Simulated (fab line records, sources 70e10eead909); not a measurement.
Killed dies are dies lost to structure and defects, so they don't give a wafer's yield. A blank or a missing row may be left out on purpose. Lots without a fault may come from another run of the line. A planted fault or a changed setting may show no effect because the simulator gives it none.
Which tool did it? | flow nand_harc | 12 lots, 36 wafers sampled, at 4 steps of a route of 1302

WHAT THE GAUGES READ, wafer by wafer
The record holds no reading of a measuring or inspecting step that can be judged against a usual standard deviation.

WHICH TOOL RAN EACH LOT (tool, then ch and the chambers of the sampled wafers, then the start)
lot  | NHARC_A_CHANNEL_FILL_D2_ETCHBACK_19 | NHARC_A_CHANNEL_FILL_D2_ETCHBACK_08           | NHARC_A_CHANNEL_FILL_D2_CMP_10 | NHARC_A_STAIRCASE_ETCH_170
L677 | rie_si-04 ch 1,2,3, day 14 11:13    | rie_diel-05 ch 2,3, day 15 10:34 or earlier   | cmp-02 ch 0,1,3, day 15 10:34  | rie_diel-03 ch 1,3, day 15 12:33
L679 | rie_si-02 ch 0,1,2, day 15 10:07    | rie_diel-05 ch 1,2,3, day 16 09:03 or earlier | cmp-01 ch 0,2,3, day 16 09:03  | rie_diel-03 ch 0,1,2, day 16 10:56
L680 | rie_si-02 ch 0,1,2, day 16 02:55    | rie_diel-11 ch 1,3, day 17 03:02 or earlier   | cmp-01 ch 1,2,3, day 17 03:02  | rie_diel-08 ch 0,1, day 17 04:54
L686 | rie_si-02 ch 0,2,3, day 17 20:24    | rie_diel-07 ch 0,1,3, day 18 21:26 or earlier | cmp-03 ch 0,1,2, day 18 21:26  | rie_diel-02 ch 0,1,3, day 18 23:18
L684 | rie_si-04 ch 0,1,3, day 17 20:25    | rie_diel-05 ch 0,3, day 18 21:20 or earlier   | cmp-03 ch 0,1,3, day 18 21:20  | rie_diel-02 ch 0,1,3, day 18 23:04
L685 | rie_si-04 ch 0,1,3, day 18 01:09    | rie_diel-05 ch 0,1,2, day 19 00:38 or earlier | cmp-01 ch 0,1,2, day 19 00:38  | rie_diel-02 ch 1,3, day 19 03:02
L687 | rie_si-04 ch 0,2,3, day 19 02:22    | rie_diel-05 ch 1,2, day 20 02:05 or earlier   | cmp-01 ch 0,3, day 20 02:05    | rie_diel-02 ch 0,3, day 20 04:23
L689 | rie_si-04 ch 0,3, day 19 06:42      | rie_diel-05 ch 0,1,2, day 20 05:35 or earlier | cmp-01 ch 0,1,3, day 20 05:35  | rie_diel-02 ch 0,1, day 20 07:50
L688 | rie_si-02 ch 1,2,3, day 19 06:43    | rie_diel-07 ch 1,2, day 20 05:37 or earlier   | cmp-02 ch 1,2, day 20 05:37    | rie_diel-02 ch 0,1,3, day 20 07:55
L698 | rie_si-05 ch 0,2,3, day 23 02:43    | rie_diel-07 ch 1,2, day 24 03:30 or earlier   | cmp-01 ch 0,1,2, day 24 03:30  | rie_diel-02 ch 0,1,2, day 24 05:32
L699 | rie_si-02 ch 1,2,3, day 23 18:28    | rie_diel-05 ch 1,2,3, day 24 17:27 or earlier | cmp-03 ch 0,1,3, day 24 17:27  | rie_diel-03 ch 0,1,3, day 24 19:29
L700 | rie_si-05 ch 0,2, day 23 18:28      | rie_diel-07 ch 2,3, day 24 17:29 or earlier   | cmp-01 ch 0,1,3, day 24 17:29  | rie_diel-08 ch 0,1,3, day 24 19:29
- NHARC_A_CHANNEL_FILL_D2_ETCHBACK_19: etches the open film in HBr/Cl2, target depth 5 nm, time 1.7 s.
- NHARC_A_CHANNEL_FILL_D2_ETCHBACK_08: etches the open film in C4F8, target depth 220 nm, time 110 s.
- NHARC_A_CHANNEL_FILL_D2_CMP_10: polishes, target thk 150 nm.
- NHARC_A_STAIRCASE_ETCH_170: etches the open film in C4F6/O2, target depth 200 nm, time 66.667 s.

WHAT THE TOOLS THEMSELVES READ (means of the sampled wafers that have a number; where no wafer has one, the mark that the record gives instead)
NHARC_A_CHANNEL_FILL_D2_ETCHBACK_19.
lot  | tool      | drypump_motor_current_A (A) | oes_product_au (a.u.) | throttle_valve_pct (%)
L677 | rie_si-04 | 6.5                         | 1.002                 | 26.398
L679 | rie_si-02 | 5.6                         | 0.996                 | 26.402
L680 | rie_si-02 | 5.6                         | 0.999                 | 26.412
L686 | rie_si-02 | 5.4                         | 0.991                 | 26.410
L684 | rie_si-04 | 6.2                         | 0.997                 | 26.402
L685 | rie_si-04 | 6.2                         | 1.002                 | 26.410
L687 | rie_si-04 | 6.2                         | 1.005                 | 26.402
L689 | rie_si-04 | 6.1                         | 1.006                 | 26.399
L688 | rie_si-02 | 5.6                         | 0.994                 | 26.408
L698 | rie_si-05 | 6.2                         | 1.002                 | 26.410
L699 | rie_si-02 | 5.6                         | 0.995                 | 26.406
L700 | rie_si-05 | 6.5                         | 1.000                 | 26.406

NHARC_A_CHANNEL_FILL_D2_ETCHBACK_08.
lot  | tool        | oes_product_au (a.u.) | rf_vpp_V (V)
L677 | rie_diel-05 | 0.98                  | 438.4
L679 | rie_diel-05 | 0.93                  | 441.3
L680 | rie_diel-11 | 1.00                  | 438.3
L686 | rie_diel-07 | 0.99                  | 442.2
L684 | rie_diel-05 | 1.00                  | 440.2
L685 | rie_diel-05 | 1.00                  | 440.6
L687 | rie_diel-05 | 0.92                  | 442.0
L689 | rie_diel-05 | 1.00                  | 440.4
L688 | rie_diel-07 | 0.95                  | 443.8
L698 | rie_diel-07 | 1.00                  | 443.2
L699 | rie_diel-05 | 0.92                  | 440.8
L700 | rie_diel-07 | 0.97                  | 439.2

NHARC_A_CHANNEL_FILL_D2_CMP_10.
lot  | tool   | motor_current_A (A) | slurry_flow_ml_min | time_to_endpoint_s (s)
L677 | cmp-02 | 12.7                | 150.0              | 17.8
L679 | cmp-01 | 12.3                | 149.8              | 16.5
L680 | cmp-01 | 12.0                | 149.9              | 13.4
L686 | cmp-03 | 12.8                | 149.9              | 17.8
L684 | cmp-03 | 12.7                | 149.8              | 17.0
L685 | cmp-01 | 12.8                | 150.3              | 12.6
L687 | cmp-01 | 12.4                | 149.5              | 12.8
L689 | cmp-01 | 12.5                | 149.7              | 13.0
L688 | cmp-02 | 13.5                | 149.8              | 13.0
L698 | cmp-01 | 12.7                | 149.4              | 17.2
L699 | cmp-03 | 12.4                | 150.6              | 16.3
L700 | cmp-01 | 12.4                | 150.2              | 15.3

NHARC_A_STAIRCASE_ETCH_170.
lot  | tool        | drypump_motor_current_A (A) | mfc_ar_sccm (sccm) | oes_product_au (a.u.) | rf_vpp_V (V) | run_length_s (s) | showerhead_plenum_p_Torr (Torr) | throttle_valve_pct (%)
L677 | rie_diel-03 | 5.8                         | 501.7              | 0.972                 | 550          | 87.8             | 4.11                            | 26.904
L679 | rie_diel-03 | 5.9                         | 500.6              | 0.980                 | 547          | 87.7             | 3.89                            | 26.908
L680 | rie_diel-08 | 5.9                         | 499.9              | 0.981                 | 545          | 87.6             | 3.84                            | 26.910
L686 | rie_diel-02 | 5.7                         | 498.5              | 0.967                 | 547          | 88.0             | 3.89                            | 26.891
L684 | rie_diel-02 | 5.8                         | 500.5              | 0.964                 | 546          | 87.8             | 3.89                            | 26.897
L685 | rie_diel-02 | 5.8                         | 498.4              | 0.987                 | 546          | 87.9             | 3.84                            | 26.904
L687 | rie_diel-02 | 5.9                         | 497.8              | 0.972                 | 543          | 87.8             | 3.72                            | 26.900
L689 | rie_diel-02 | 5.8                         | 500.1              | 0.980                 | 547          | 102.1            | 3.94                            | 26.898
L688 | rie_diel-02 | 5.8                         | 501.0              | 0.975                 | 546          | 101.9            | 3.88                            | 26.902
L698 | rie_diel-02 | 6.0                         | 499.2              | 0.978                 | 548          | 88.0             | 3.99                            | 26.907
L699 | rie_diel-03 | 5.8                         | 500.3              | 0.981                 | 548          | 87.7             | 3.98                            | 26.904
L700 | rie_diel-08 | 6.1                         | 500.2              | 0.972                 | 545          | 88.0             | 3.91                            | 26.905

THE ANSWER, worked out from the rows above alone
Rule: what is usual is taken from the lots themselves. Put in order of their means at a reading, lots are off if they are a third of the lots or fewer, leave a main group of 4 or more, and stand apart from it by a gap of 3 or more times the standard deviation of the main group's means; of several such gaps the widest counts. A main group whose means are all the same, to the digits that the tables above print for the reading, isn't used. A lot without any number at a reading at which 4 lots or more have one is off too. The other lots that the step has rows for count as sound. The gauges are gone through in route order, then the tools' own readings, and for those a lot's mean is taken as printed above. The first step at which some lot is off is used, and at that step the reading that is off furthest; a lot without a number counts as furthest.
Off: L689, L688, at NHARC_A_STAIRCASE_ETCH_170 (run_length_s). The main group: mean 87.8 s, standard deviation 0.13.
A tool fits if, at that step or a process step before it, it ran every lot that is off, and no sound lot after the first of them. NHARC_A_CHANNEL_FILL_D2_ETCHBACK_08 gives no start for some lots, so the hours and the order of its lots are those of NHARC_A_CHANNEL_FILL_D2_CMP_10. None of those tried fits.

WHAT THE SIMULATOR HAD PUT IN
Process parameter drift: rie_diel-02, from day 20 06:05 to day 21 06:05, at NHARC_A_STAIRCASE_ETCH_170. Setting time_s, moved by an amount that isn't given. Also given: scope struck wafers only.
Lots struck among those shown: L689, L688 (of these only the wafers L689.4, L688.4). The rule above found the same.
